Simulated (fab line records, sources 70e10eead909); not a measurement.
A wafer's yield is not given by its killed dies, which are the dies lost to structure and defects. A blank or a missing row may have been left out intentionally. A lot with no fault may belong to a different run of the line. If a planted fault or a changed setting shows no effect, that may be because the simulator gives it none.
Chamber matching ; flow nand_harc ; NHARC_A_CONTACT_ETCH_106 on rie_diel-12 has 4 sister chambers
The step etches the open film in CF4/O2, target depth 60 nm, overetch 6 nm, time 33 s. 18 wafers are shown with their chamber, then 9 later ones without.

WAFERS, EACH WITH ITS CHAMBER
wafer;chamber;showerhead_plenum_p_Torr (Torr);drypump_motor_current_A (A);rf_vpp_V (V)
L076.1;1;1.28;6.0;195.6
L076.2;3;1.25;6.0;195.3
L076.3;0;1.43;5.2;198.8
L076.4;2;1.24;6.2;195.7
L076.5;1;1.28;6.1;195.8
L076.6;0;1.43;5.1;200.1
L079.1;0;1.43;5.1;200.0
L079.5;2;1.24;6.2;196.4
L079.6;3;1.24;6.0;196.4
L084.3;2;1.24;6.2;195.9
L084.4;2;1.24;6.2;196.0
L084.6;1;1.28;6.0;195.2
L083.1;2;1.24;6.2;195.5
L083.2;3;1.24;6.0;197.0
L083.6;1;1.28;6.0;195.7
L088.2;3;1.24;6.0;195.6
L088.4;2;1.24;6.2;194.1
L088.5;0;1.43;5.2;199.2

SIGNATURES, as means of the wafers listed above
reading;chamber 0;chamber 1;chamber 2;chamber 3;scatter within a chamber
showerhead_plenum_p_Torr;1.4300;1.2800;1.2400;1.2425;0.00231
drypump_motor_current_A;5.150;6.025;6.200;6.000;0.0354
rf_vpp_V;199.525;195.575;195.600;196.075;0.673
Rule: a wafer's distance from a chamber is the root of the sum, over the readings, of the square of ((its reading less the chamber's mean) divided by the reading's scatter). If the next closest chamber is less than 2 further off than the closest, the wafer can't be placed; otherwise it belongs to the closest. The scatter: take each reading less its chamber's mean, square it, sum over the shown wafers, divide by the number of wafers less the number of chambers, and take the root.

WAFERS MISSING THEIR CHAMBER
wafer;showerhead_plenum_p_Torr (Torr);drypump_motor_current_A (A);rf_vpp_V (V)
L091.1;1.24;6.0;197.5
L091.2;1.24;6.2;194.9
L091.3;1.28;6.0;198.2
L091.4;1.42;5.1;199.2
L091.5;1.24;6.2;195.9
L091.6;1.28;6.0;197.2
L097.1;1.27;6.0;197.3
L097.3;1.23;6.2;195.4
L097.6;1.27;6.0;196.7

CHAMBER TAKEN BY EACH
wafer;from the rows above;in truth
L091.1;3;3
L091.2;2;2
L091.3;1;1
L091.4;0;0
L091.5;2;2
L091.6;1;1
L097.1;1;1
L097.3;2;2
L097.6;1;1
9 of 9 placed correctly. Can't be placed from these rows: 0. Placed wrongly: 0.
